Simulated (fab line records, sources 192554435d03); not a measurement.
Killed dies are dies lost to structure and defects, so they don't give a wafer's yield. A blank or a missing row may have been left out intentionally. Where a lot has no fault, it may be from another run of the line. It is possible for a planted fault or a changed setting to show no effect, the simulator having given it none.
Lot-split experiment ; flow n5-finfet ; route with 1938 steps; 7 lots, 39 wafers read

== SPLIT DETAILS ==
At N5_BEOL_M11_VIA_ETCH_34 (etches SiCOH lowk in C4F6/O2, target depth 184.5 nm, time 69.2 s), the setting target-depth-a was moved away from the recipe's 1845 angstrom on 9 of the 39 wafers read, by -24.9% to +46.0%. For the rest of the wafers, this setting stayed at what the recipe calls for.

The split's own step is where the reading is taken.

== THE READING ==
SOC_of_BEOL_M11_COAT_63.thk-nm (the simulator's own value, which no gauge read), in nm, at N5_BEOL_M11_VIA_ETCH_34 (etches SiCOH lowk in C4F6/O2, target depth 184.5 nm, time 69.2 s). There is no usual value for it anywhere in the file. Average 92.2 nm, standard deviation 0.31 nm, over the 30 wafers here run with the recipe.

wafer;tool, chamber at the split;target-depth-a as run, angstrom;against the recipe;SOC_of_BEOL_M11_COAT_63.thk-nm, nm;against lot-mates on the recipe
L075.1;rie-diel-06, 1;1386;-24.9%;94.4;+1.9
L075.2;rie-diel-06, 2;1845;recipe;92.6;-
L075.3;rie-diel-06, 0;1386;-24.9%;94.8;+2.3
L075.4;rie-diel-06, 3;1845;recipe;92.6;-
L075.5;rie-diel-06, 0;1386;-24.9%;94.4;+1.9
L075.6;rie-diel-06, 3;1845;recipe;92.2;-
L076.2;rie-diel-05, 1;1845;recipe;92;-
L076.5;rie-diel-05, 3;1845;recipe;92;-
L076.6;rie-diel-05, 0;1845;recipe;91.8;-
L086.1;rie-diel-01, 1;1845;recipe;91.8;-
L086.2;rie-diel-01, 0;1845;recipe;92;-
L086.3;rie-diel-01, 2;2693;+46.0%;88.2;-3.8
L086.4;rie-diel-01, 3;2693;+46.0%;88.2;-3.8
L086.5;rie-diel-01, 3;1845;recipe;92.2;-
L086.6;rie-diel-01, 0;2693;+46.0%;88.2;-3.8
L085.1;rie-diel-06, 2;1845;recipe;92.6;-
L085.2;rie-diel-06, 3;1845;recipe;92.8;-
L085.3;rie-diel-06, 0;1845;recipe;92.6;-
L085.4;rie-diel-06, 1;1845;recipe;92.4;-
L085.5;rie-diel-06, 2;1845;recipe;92.6;-
L085.6;rie-diel-06, 1;1845;recipe;92.6;-
L089.1;rie-diel-06, 1;2240;+21.4%;90.6;-1.7
L089.2;rie-diel-06, 3;1845;recipe;92;-
L089.3;rie-diel-06, 0;1845;recipe;92.6;-
L089.4;rie-diel-06, 2;2240;+21.4%;90.6;-1.7
L089.5;rie-diel-06, 1;2240;+21.4%;90.8;-1.5
L089.6;rie-diel-06, 0;1845;recipe;92.4;-
L090.1;rie-diel-05, 0;1845;recipe;91.8;-
L090.2;rie-diel-05, 2;1845;recipe;92.2;-
L090.3;rie-diel-05, 3;1845;recipe;92;-
L090.4;rie-diel-05, 1;1845;recipe;92.2;-
L090.5;rie-diel-05, 1;1845;recipe;92.2;-
L090.6;rie-diel-05, 0;1845;recipe;92.2;-
L096.1;rie-diel-01, 2;1845;recipe;92;-
L096.2;rie-diel-01, 0;1845;recipe;92.2;-
L096.3;rie-diel-01, 1;1845;recipe;92;-
L096.4;rie-diel-01, 3;1845;recipe;91.8;-
L096.5;rie-diel-01, 2;1845;recipe;92;-
L096.6;rie-diel-01, 1;1845;recipe;91.6;-

THE FIT
A straight line over all 39 wafers: SOC_of_BEOL_M11_COAT_63.thk-nm changes by -0.0866 nm for each +1% of target-depth-a; r = -0.98; the points scatter about the line by 0.3 nm.
The same after taking each lot's own level away (the mean of its wafers on the recipe; 39 wafers): -0.0822 nm for each +1%; r = -0.99; scatter 0.16 nm.
Per that fit: largest target-depth-a move, reading shift of 3.8 nm.
Measured against the standard deviation above, the lots' own levels, which go from 91.93 to 92.60 nm, span 2.2 times it.
The two slopes are in agreement: the lot-to-lot level therefore moves the slope only a little.
Check: -3.76 nm against its lot-mates is what the line predicts for one of the wafers moved furthest among these (+46.0%) when that wafer is left out of the fit. It came out at -3.8 nm against them.

== FURTHER SPLITS ON THESE WAFERS ==
Other splits were also applied to these wafers ahead of the reading. Each is held against what the fit with the lots' levels taken away leaves over:
other split on the same wafers;wafers away from the commonest value;r with SOC_of_BEOL_M11_COAT_63.thk-nm (lot level and that fit taken away)
N5_BEOL_M9_TRENCH_ETCH_37 target-depth-a;18;+0.10

== THE WHOLE CHAIN: every reading that the file lists as answering this split, in the file's order ==
step;what it does;reading;change (the file's fit);r (the file's)
N5_BEOL_M11_VIA_ETCH_34;etches SiCOH lowk in C4F6/O2, target depth 184.5 nm, time 69.2 s;etch.depth-nm (the simulator's own value, which no gauge read);+1.85 nm for each +1% of the setting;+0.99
N5_BEOL_M11_VIA_ETCH_34;etches SiCOH lowk in C4F6/O2, target depth 184.5 nm, time 69.2 s;SOC_of_BEOL_M11_COAT_63.thk-nm (the simulator's own value, which no gauge read);-0.0821 nm for each +1% of the setting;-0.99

== THE FILE'S OWN FIT ==
SOC_of_BEOL_M11_COAT_63.thk-nm changes by -0.0821 nm for each +1% of target-depth-a, r = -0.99.
